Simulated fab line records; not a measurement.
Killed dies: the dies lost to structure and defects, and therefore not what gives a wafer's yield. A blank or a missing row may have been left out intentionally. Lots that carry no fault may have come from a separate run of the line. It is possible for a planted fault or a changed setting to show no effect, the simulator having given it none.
Comparing a struck lot with a sound one | flow n5-finfet | 16 steps out of a route of 1938
Sound: wafers L194.1, L194.4, L194.5. Struck: wafer L199.4 (left out: L199.1, a lot-mate that was not struck); the cause follows at the end.
For every step that has rows: the tool of each side, followed by ch and its chambers, followed by its first start. Under that, the readings that differ: sound wafers | struck wafers | difference of the means | sigmas: that difference in standard deviations of wafers without a fault.
alike: readings whose means differ by less than 2 such deviations, and words and numbers that are the same on both sides. not compared: withheld readings, readings that some wafer has no value for, bounds like >300 that may hide the same value, and numbers for which the record gives no deviation and whose values overlap.
The two part at a step that has a row with sigmas, a row that says differs or no value, or rows on one side only. Numbers that don't overlap but have no deviation are shown without sigmas and don't part them. Lack of a reading on every wafer of one side parts them only where that side has two or more wafers.

first, 4 steps without rows for these wafers: N5_BEOL_M10_HM_STRIP_39 (strips TiN in peroxide tin strip, target depth 25 nm, time 158 s); N5_BEOL_M10_SRD_40 (time 30 s); N5_BEOL_M10_PRECLEAN_42 (cleans in residue remover, time 60 s); N5_BEOL_M10_SRD_43 (time 30 s).
N5_BEOL_M10_CD_MEAS_35 targets a cd of 70 nm.
  struck on cd-sem-01, day 11 04:43; sound on cd-sem-03, day 10 02:10
  alike: cd-nm
then, 1 step without rows for these wafers: N5_BEOL_M10_CURE_72 (cures SiCOH lowk, time 120 s).
N5_BEOL_M10_DEGAS_44: time 60 s.
  struck on pvd-sputter-03, day 11 06:38; sound on pvd-sputter-02, day 10 02:44
  alike: heater-power-w, susceptor-temp-C
then, 1 step without rows for these wafers: N5_BEOL_M10_PRE_CLEAN_45 (time 30 s).
N5_BEOL_M10_ALD_74: deposits TaN, target thk 2 nm, pulse time 2 s, purge time 3 s.
  sound on ald-metal-01 ch 0,1,2, day 10 02:50; struck on ald-metal-01 ch 2, day 11 06:50
  alike: heater-power-outer-w, heater-power-w, susceptor-temp-C
N5_BEOL_M10_SURFACE_TREAT_76:
  struck on pvd-sputter-03, day 11 07:11; sound on pvd-sputter-01, day 10 03:24
  not compared: throttle-valve-pct
then, 1 step without rows for these wafers: N5_BEOL_M10_CVD_75 (deposits Co from CCTBA/H2, target thk 2 nm, time 138.9 s).
N5_BEOL_M10_SPUTTER_48: material Cu, target thk 12 nm, time 2 s.
  struck on pvd-sputter-01, day 11 07:35; sound on pvd-sputter-02, day 10 03:46
  alike: susceptor-temp-C, throttle-valve-pct
N5_BEOL_M10_ECD_50: material Cu, target thk 318 nm.
  sound on ecd-cu-02 ch 0,1, day 10 03:53; struck on ecd-cu-01 ch 1, day 11 07:44
  reading                                 | sound             | struck | difference | sigmas
  model.Cu_of_BEOL_M10_ECD_50.thk-nm (nm) | 315.6 316.4 322.2 | 238    | -80        |
N5_BEOL_M10_ANNEAL_51: time 90 s.
  sound on rtp-anneal-02 ch 0, day 10 04:29; struck on rtp-anneal-02 ch 0, day 11 07:58
  alike: wafer_temp_C_max
N5_BEOL_M10_CMP_52: polishes, stops on SiCOH lowk, t overpolish 7 s, target thk 140 nm.
  sound on cmp-03 ch 0,1,2, day 10 04:50; struck on cmp-03 ch 2, day 11 08:16
  reading                | sound    | struck | difference | sigmas
  time-to-endpoint-s (s) | 65 66 63 | 47     | -18        | -4
  alike: head-pressure-psi, motor-current-A
N5_BEOL_M10_THK_MEAS_53: measures by xrf.
  struck on film-metro-02, day 11 08:34; sound on film-metro-02, day 10 05:05
  alike: M10_THK

== WHERE THEY PART ==
Within this record, at N5_BEOL_M10_CMP_52 only. Later steps at which nothing parts them and some readings are alike: N5_BEOL_M10_THK_MEAS_53.

WHY: whatever the simulator had introduced
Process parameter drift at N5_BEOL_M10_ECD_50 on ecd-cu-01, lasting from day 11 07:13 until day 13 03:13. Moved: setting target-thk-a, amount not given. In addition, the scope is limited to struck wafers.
